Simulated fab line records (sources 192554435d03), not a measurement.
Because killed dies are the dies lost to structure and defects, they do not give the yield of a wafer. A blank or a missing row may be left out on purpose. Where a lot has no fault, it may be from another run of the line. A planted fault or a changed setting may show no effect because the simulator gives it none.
fab line records	flow n5Finfet
[record] lots = 9	wafers = 26	lastDay = 17
route steps=1938 shown BEOL_M2@860 BEOL_M4@1111
lots with no fault: from the same line, run without faults
startH: the number of hours between the record's first day and the start of the first shown wafer of the lot	waitH: how many hours have passed since the lot's step before this one	" identical to the entry in the row above	L1.1+2: a single row standing in for several wafers	- value missing, or start not given	* or withheld: withheld	< > ~ a bound
route shown NAME@n: names a module that has steps shown in the file, with the first one's number in the route	usual: mean/standard deviation of fault-free wafers	same: alike in all rows	chamber/n: place in a boat	sites: readings site by site	_std_site: how widely they spread, as a standard deviation	_edge_site: outer sites' mean less inner sites'	radiusMm: for every site, how far away it sits from the centre of the wafer	mask NAME#n: copy n	behind: the most recent tool/chamber to have shaped the wafer	hold: why the lot was held/for how many hours/how that ended	device: the transistor (n, p or np) that didn't switch	end of line: the same wafers' tests at the end of the route	step lacking rows: just its recipe	killed: dies lost to structure and defects at the first sort, not the wafer's yield	map: a wafer's dies, marking killed ones x, the rest . and places with no die _
set.NAME: the run value of the setting; set.NAME@STEP: its run value at that earlier step	model.NAME: the simulator's own value behind a step, which no gauge read
one table for each step of the route and one row for each wafer, over a sample of lots
services: the hour from which a tool's chamber was out of use, counted from the record's first day as startH (under 0 if before that day), plus the number of hours and why
[[steps]]
[step N5_BEOL_M2_ETCH_64]
[recipe] chemistry = N2/H2	target = SOC	targetDepthA = 750	overetchA = 225	maskMaterial = SiARC	tempC = 40	timeS = 121.9	ionEnergyEv = 200	pressureMtorr = 30	sourceW = 840	biasW = 150	n2FlowSccm = 200	h2FlowSccm = 200
[usual] drypumpMotorCurrentA = 5.6/0.36	oesProductAu = 0.59/0.057	rfVppV = 524.3/2.3	showerheadPlenumPTorr = 2.56/0.069	throttleValvePct = 17.78/0.28
lot.wafer	tool	chamber	startH	waitH	drypumpMotorCurrentA	oesProductAu	rfHoursCounterH	rfVppV	showerheadPlenumPTorr	throttleValvePct
L177.2	rieDiel-03	2	139.87	0.0	5.0	0.58	162	524.2	2.55	17.71
L177.5	"	0	"	"	5.9	0.59	-	527.2	2.65	17.60
L177.6	"	3	"	"	5.7	0.62	-	521.4	2.47	17.47
L176.3	rieDiel-01	2	140.75	0.0	5.7	0.53	236	521.9	2.51	18.30
L176.5	"	0	"	"	5.9	0.74	-	523.2	2.52	17.74
L176.6	"	3	"	"	5.6	0.54	-	521.9	2.52	18.10
L178.2	rieDiel-05	1	150.44	0.0	5.6	0.57	179	525.9	2.61	17.64
L178.4	"	3	"	"	6.5	0.51	-	519.7	2.38	17.83
L178.6	"	0	"	"	5.4	0.57	-	527.8	2.64	18.25
L184.3	rieDiel-03	1	186.73	0.0	5.7	0.64	63	525.3	2.58	17.72
L184.4	"	3	"	"	5.7	0.61	116	520.2	2.46	17.49
L190.2	rieDiel-03	3	224.73	0.0	5.7	0.59	132	521.6	2.46	17.52
L190.4	"	2	"	"	5.0	0.56	195	525.5	2.54	17.78
L190.5	"	1	"	"	5.7	0.63	-	525.5	2.58	17.73
L191.2	rieDiel-03	1	233.70	0.0	5.7	0.62	82	523.8	2.57	17.74
L191.3	"	0	"	"	5.9	0.56	201	526.3	2.63	17.67
L191.6	"	0	"	"	5.9	0.55	-	525.7	2.63	17.66
L193.2	rieDiel-05	1	243.15	0.0	5.6	0.55	213	527.4	2.59	17.73
L193.3	"	2	"	"	5.2	0.54	235	526.5	2.63	18.36
L193.4	"	0	"	"	5.4	0.56	209	527.8	2.63	18.31
L194.1	rieDiel-03	0	251.42	0.0	5.9	0.56	206	525.1	2.63	17.68
L194.2	"	1	"	"	5.7	0.62	88	524.6	2.57	17.76
L194.5	"	1	"	"	5.7	0.62	-	521.6	2.57	17.76
L196.1	rieDiel-03	3	266.65	0.0	5.7	0.58	147	521.0	2.45	17.57
L196.3	"	2	"	"	5.0	0.55	211	523.0	2.53	17.80
L196.4	"	1	"	"	5.6	0.61	93	524.5	2.57	17.76
[step N5_BEOL_M2_HM_OPEN_17]
[recipe] chemistry = Cl2/BCl3	targetDepthA = 200	overetchA = 60	target = TiN	maskMaterial = SOC	ionEnergyEv = 150	pressureMtorr = 10	icpW = 1000	biasW = 126	Cl2_flow_sccm = 53.25	bcl3FlowSccm = 21.75	Ar_flow_sccm = 25
[usual] drypumpMotorCurrentA = 6.1/0.5	heBacksideLeakSccm = 3.60/0.23	mfcArSccm = 25.00/0.072	oesProductAu = 0.65/0.079	throttleValvePct = 22.05/0.15
lot.wafer	tool	chamber	startH	waitH	drypumpMotorCurrentA	heBacksideLeakSccm	mfcArSccm	oesProductAu	rfHoursCounterH	throttleValvePct
L177.2	rieMetal-03	0	140.05	0.0	5.4	3.39	25.07	0.63	57	22.15
L177.5	"	1	"	"	6.5	3.70	24.99	0.73	-	21.82
L177.6	"	0	"	"	5.4	3.43	25.00	0.63	-	22.16
L176.3	rieMetal-03	1	140.95	0.1	6.5	3.57	25.04	0.72	-	21.86
L176.5	"	1	"	"	6.5	3.43	25.11	0.72	-	21.84
L176.6	"	0	"	"	5.4	3.64	24.98	0.62	-	22.17
L178.2	rieMetal-03	0	150.61	0.0	5.4	3.41	25.04	0.62	58	22.17
L178.4	"	1	"	"	6.5	3.44	25.01	0.73	-	21.83
L178.6	"	0	"	"	5.4	3.39	24.97	0.62	-	22.17
L184.3	rieMetal-03	1	186.93	0.1	6.4	3.62	24.95	0.71	-	21.85
L184.4	"	0	"	"	5.3	3.59	24.99	0.60	-	22.18
L190.2	rieMetal-03	0	224.90	0.0	5.4	3.62	25.18	0.60	65	22.20
L190.4	"	1	"	"	6.5	3.65	25.05	0.69	-	21.87
L190.5	"	0	"	"	5.4	3.63	25.03	0.60	-	22.18
L191.2	rieMetal-03	0	233.88	0.0	5.4	3.48	24.93	0.61	66	22.17
L191.3	"	0	"	"	5.4	3.49	25.03	0.62	-	22.17
L191.6	"	0	"	"	5.4	3.47	25.09	0.61	-	22.17
L193.2	rieMetal-02	1	243.32	0.0	6.5	3.72	24.94	0.69	36	22.06
L193.3	"	0	"	"	5.9	3.59	25.02	0.56	-	22.15
L193.4	"	1	"	"	6.5	3.68	24.99	0.69	-	22.05
L194.1	rieMetal-03	1	251.60	0.0	6.5	3.60	25.04	0.70	28	21.85
L194.2	"	0	"	"	5.4	3.66	24.89	0.60	67	22.17
L194.5	"	0	"	"	5.4	3.68	25.01	0.60	-	22.18
L196.1	rieMetal-03	0	266.82	0.0	5.4	3.56	25.02	0.60	68	22.19
L196.3	"	1	"	"	6.5	3.57	24.96	0.70	-	21.86
L196.4	"	0	"	"	5.4	3.47	24.97	0.60	-	22.17
[step N5_BEOL_M2_ETCH_69]
[recipe] chemistry = CF4	target = SiARC	targetDepthA = 156	maskMaterial = CAR-EUV	timeS = 26	ionEnergyEv = 80	pressureMtorr = 40	sourceW = 545	biasW = 36	Ar_flow_sccm = 100	cf4FlowSccm = 100	ends = cleared
[usual] drypumpMotorCurrentA = 5.6/0.34	etchRfOnTimeS = 26.1/0.77	mfcArSccm = 100.0/0.31	oesProductAu = 0.66/0.076	rfVppV = 184.3/1.1	showerheadPlenumPTorr = 2.16/0.061	throttleValvePct = 15.61/0.27
lot.wafer	tool	chamber	startH	waitH	drypumpMotorCurrentA	etchRfOnTimeS	mfcArSccm	oesProductAu	rfHoursCounterH	rfVppV	showerheadPlenumPTorr	throttleValvePct
L177.2	rieDiel-03	0	140.90	0.0	5.9	27.0	100.4	0.64	161	184.3	2.24	15.50
L177.5	"	1	"	"	5.7	25.7	99.7	0.74	-	186.0	2.16	15.34
L177.6	"	0	"	"	5.9	27.0	100.4	0.64	-	184.0	2.24	15.51
L176.3	rieDiel-01	3	141.72	0.0	5.6	25.6	99.8	0.61	203	184.2	2.13	15.95
L176.5	"	3	"	"	5.5	25.4	99.3	0.61	-	183.8	2.13	15.94
L176.6	"	2	"	"	5.7	25.1	99.8	0.61	-	183.6	2.10	16.04
L178.2	rieDiel-01	3	151.43	0.0	5.5	25.6	99.9	0.61	207	185.4	2.13	15.97
L178.4	"	2	"	"	5.7	25.1	99.6	0.61	240	184.3	2.10	16.07
L178.6	"	1	"	"	5.7	26.3	99.6	0.61	-	184.9	2.13	15.39
L184.3	rieDiel-03	3	187.94	0.0	5.6	16.1	100.2	0.91	116	184.4	2.06	15.24
L184.4	"	0	"	"	5.9	26.8	100.0	0.63	181	185.7	2.23	15.55
L190.2	rieDiel-05	2	226.58	0.0	5.2	27.0	99.9	0.59	230	185.8	2.21	16.02
L190.4	"	1	"	"	5.7	27.3	100.4	0.61	208	186.0	2.19	15.64
L190.5	"	2	"	"	5.2	27.3	99.4	0.58	-	184.6	2.20	16.01
L191.2	rieDiel-05	1	234.56	0.0	5.6	27.1	100.1	0.61	210	184.6	2.19	15.64
L191.3	"	3	"	"	6.5	25.4	100.4	0.83	9	184.2	2.29	15.40
L191.6	"	0	"	"	5.4	25.8	100.1	0.63	-	185.0	2.21	15.98
L193.2	rieDiel-03	0	244.12	0.0	5.9	26.9	100.2	0.62	204	184.6	2.22	15.60
L193.3	"	1	"	"	5.7	26.0	99.8	0.69	86	185.9	2.15	15.42
L193.4	"	3	"	"	5.6	25.3	100.0	0.67	139	183.3	2.06	15.28
L194.1	rieDiel-05	2	252.40	0.0	5.2	27.5	100.0	0.58	239	185.0	2.20	16.04
L194.2	"	0	"	"	5.4	25.6	100.0	0.63	212	185.6	2.20	15.98
L194.5	"	0	"	"	5.4	25.7	99.8	0.63	-	184.4	2.20	16.00
L196.1	rieDiel-03	1	267.97	0.0	5.7	26.2	100.3	0.69	94	183.9	2.15	15.43
L196.3	"	2	"	"	5.0	26.7	99.8	0.60	211	181.8	2.13	15.57
L196.4	"	0	"	"	5.9	26.9	100.1	0.61	212	184.5	2.22	15.59
[step N5_BEOL_M2_STRIP_97]
[recipe] chemistry = N2/H2	timeS = 10	powerW = 450	tempC = 40	pressureMtorr = 20	rfFrequencyHz = 6e+07	biasPowerW = 7	n2FlowSccm = 200	h2FlowSccm = 200
[usual] drypumpMotorCurrentA = 5.6/0.32	oesProductAu = 0.78/0.083	rfVppV = 59.2/0.87	showerheadPlenumPTorr = 2.56/0.065	throttleValvePct = 23.6/0.34
lot.wafer	tool	chamber	startH	waitH	drypumpMotorCurrentA	oesProductAu	rfHoursCounterH	rfVppV	showerheadPlenumPTorr	throttleValvePct
L177.2	rieDiel-01	1	-	-	5.8	0.71	192	58.4	2.52	23.2
L177.5	"	1	"	"	5.8	0.71	-	59.5	2.52	23.2
L177.6	"	0	"	"	5.9	0.96	-	60.3	2.51	23.7
L176.3	rieDiel-03	3	-	-	5.7	0.82	99	60.0	2.47	23.3
L176.5	"	0	"	"	5.9	0.75	-	59.2	2.64	23.4
L176.6	"	1	"	"	5.7	0.87	-	59.2	2.59	23.6
L178.2	rieDiel-01	2	-	-	5.7	0.68	241	58.1	2.50	24.1
L178.4	"	1	"	"	5.8	0.71	195	59.6	2.51	23.2
L178.6	"	3	"	"	5.6	0.69	-	59.5	2.51	23.9
L184.3	rieDiel-03	3	-	-	5.7	0.81	121	58.1	2.46	23.3
L184.4	"	2	"	"	5.0	0.74	185	59.1	2.54	23.6
L190.2	rieDiel-05	2	-	-	5.2	0.71	231	60.7	2.63	24.3
L190.4	"	3	"	"	6.5	0.99	7	61.7	2.69	23.3
L190.5	"	1	"	"	5.6	0.73	-	59.4	2.59	23.4
L191.2	rieDiel-03	2	-	-	5.0	0.73	201	60.1	2.53	23.6
L191.3	"	3	"	"	5.7	0.78	139	58.1	2.45	23.3
L191.6	"	3	"	"	5.6	0.78	-	59.8	2.45	23.3
L193.2	rieDiel-01	1	-	-	5.8	0.68	229	58.6	2.50	23.2
L193.3	"	3	"	"	5.6	0.68	242	59.0	2.50	23.9
L193.4	"	0	"	"	5.9	0.87	38	59.6	2.50	23.7
L194.1	rieDiel-03	0	-	-	5.9	0.72	206	58.9	2.62	23.4
L194.2	"	3	"	"	5.6	0.77	142	59.8	2.45	23.3
L194.5	"	2	"	"	5.0	0.71	-	59.4	2.53	23.6
L196.1	rieDiel-01	1	-	-	5.8	0.69	235	58.8	2.50	23.2
L196.3	"	2	"	"	5.7	0.90	20	59.5	2.49	23.8
L196.4	"	1	"	"	5.8	0.68	-	57.8	2.50	23.2
[step N5_BEOL_M4_RC_MEAS_101]
[usual] DIBL_N = 36.9/1.6	DIBL_P = 37.1/2	IOFF_N = 0.17/0.032	IOFF_P = 0.22/0.036	ION_N = 674/12	ION_P = 463/7.8	SS_N = 71.7/0.63	SS_P = 73.5/0.62	VT_N = 249/3.3	VT_P = -250/3.5
lot.wafer	tool	chamber	startH	waitH	DIBL_N[mV/V]	DIBL_P[mV/V]	IOFF_N[nA/um]	IOFF_P[nA/um]	ION_N[uA/um]	ION_P[uA/um]	SS_N[mV/dec]	SS_P[mV/dec]	VT_N[mV]	VT_P[mV]
L177.2	prober-01	0	185.03	0.2	37.0	37.2	0.15	0.19	652	448	70.9	74.1	251	-257
L177.5	"	0	"	"	37.6	38.0	0.16	0.21	668	462	71.8	74.3	252	-253
L177.6	"	0	"	"	38.1	38.1	0.16	0.20	663	453	71.5	73.8	252	-253
L176.3	prober-02	0	188.90	0.3	36.8	37.8	0.15	0.27	664	466	71.3	73.3	252	-245
L176.5	"	0	"	"	36.7	36.2	0.15	0.24	649	462	71.9	73.0	251	-247
L176.6	"	0	"	"	37.8	37.1	0.17	0.25	666	466	71.1	73.1	249	-244
L178.2	prober-01	0	195.17	0.2	38.6	39.4	0.20	0.29	679	469	71.8	74.3	247	-246
L178.4	"	0	"	"	36.9	39.0	0.18	0.29	689	474	72.1	73.9	249	-246
L178.6	"	0	"	"	35.1	35.2	0.14	0.21	664	464	71.2	73.3	252	-248
L184.3	prober-02	0	229.44	0.6	35.0	35.4	0.15	0.18	660	451	71.0	73.3	252	-253
L184.4	"	0	"	"	35.6	38.5	0.16	0.23	687	467	70.9	73.9	250	-251
L190.2	prober-01	0	257.42	0.2	38.2	39.2	0.21	0.25	688	465	72.6	74.0	247	-244
L190.4	"	0	"	"	37.9	39.5	0.21	0.25	679	465	72.9	73.4	246	-249
L190.5	"	0	"	"	35.0	36.4	0.15	0.21	662	457	71.8	73.9	248	-252
L191.2	prober-01	0	275.53	0.2	36.4	39.1	0.17	0.25	680	473	72.1	74.0	253	-248
L191.3	"	0	"	"	36.5	37.9	0.18	0.23	679	461	71.7	74.3	249	-249
L191.6	"	0	"	"	36.6	37.2	0.16	0.21	676	460	71.1	74.2	254	-254
L193.2	prober-01	0	280.19	0.2	36.1	35.9	0.16	0.25	672	468	71.8	73.7	247	-246
L193.3	"	0	"	"	39.8	38.9	0.24	0.30	697	479	72.4	74.4	243	-243
L193.4	"	0	"	"	37.8	37.5	0.20	0.28	695	473	71.5	73.8	245	-244
L194.1	prober-01	0	280.97	0.1	36.1	33.3	0.14	0.20	668	458	70.9	72.6	251	-249
L194.2	"	0	"	"	41.5	40.4	0.26	0.34	700	481	71.9	74.8	243	-241
L194.5	"	0	"	"	36.2	33.7	0.14	0.20	674	465	71.4	72.5	251	-247
L196.1	prober-01	0	300.02	0.0	36.6	38.6	0.18	0.22	679	459	72.4	73.8	250	-249
L196.3	"	0	"	"	37.0	40.2	0.19	0.25	675	459	72.4	74.0	248	-252
L196.4	"	0	"	"	37.5	40.7	0.20	0.27	683	468	72.8	74.1	246	-247
[[services]]
tool	chamber	startH	hours	kind
rieDiel-01	0	120.89	-	clean
rieDiel-01	0	120.89	-	consumableReplace:focusRing
rieDiel-01	0	120.89	14.7	scheduledDown
rieDiel-01	0	120.89	14.7	ventCycle
rieMetal-02	0	122.24	33.3	repair
rieMetal-03	-	123.70	0.8	repair
rieDiel-03	-	128.92	2.1	repair
rieDiel-05	2	141.89	14.4	repair
rieDiel-05	0	157.23	1.9	repair
rieDiel-03	1	159.93	2.5	repair
rieDiel-05	-	161.75	14.6	pm
rieDiel-03	-	170.76	0.3	repair
rieDiel-01	2	175.18	-	clean
rieDiel-01	2	175.18	-	consumableReplace:focusRing
rieDiel-01	2	175.18	38.4	scheduledDown
rieDiel-01	2	175.18	38.4	ventCycle
rieDiel-01	-	179.88	15.6	pm
rieDiel-01	-	198.29	0.4	repair
rieDiel-01	0	243.88	4.7	repair
rieDiel-01	-	251.62	1.0	repair
rieDiel-01	3	271.09	-	clean
rieDiel-01	3	271.09	-	consumableReplace:focusRing
rieDiel-01	3	271.09	30.4	scheduledDown
rieDiel-01	3	271.09	30.4	ventCycle
[[key]]
[firstSign] step = N5_BEOL_M2_ETCH_69	reading = etchRfOnTimeS	direction = down	sigmas = 13	usual = *	struck = *
[effect] step = N5_BEOL_M2_ETCH_69	reading = oesProductAu	direction = up	sigmas = 3.3	usual = 0.66	struck = 0.91
metAt N5_BEOL_M2_ETCH_69
struckLots L184
struckWafers L184.3
notActingAt N5_BEOL_M2_ETCH_64,N5_BEOL_M2_HM_OPEN_17,N5_BEOL_M2_STRIP_97
onsetBetween 140.90 187.94
[fault] kind = processParameterDrift	tool = rieDiel-03	chamber = -	onsetH = 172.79	steps = N5_BEOL_M2_ETCH_69	channel = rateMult	offset = 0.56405	shape = step	endH = 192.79	scope = struckWafersOnly
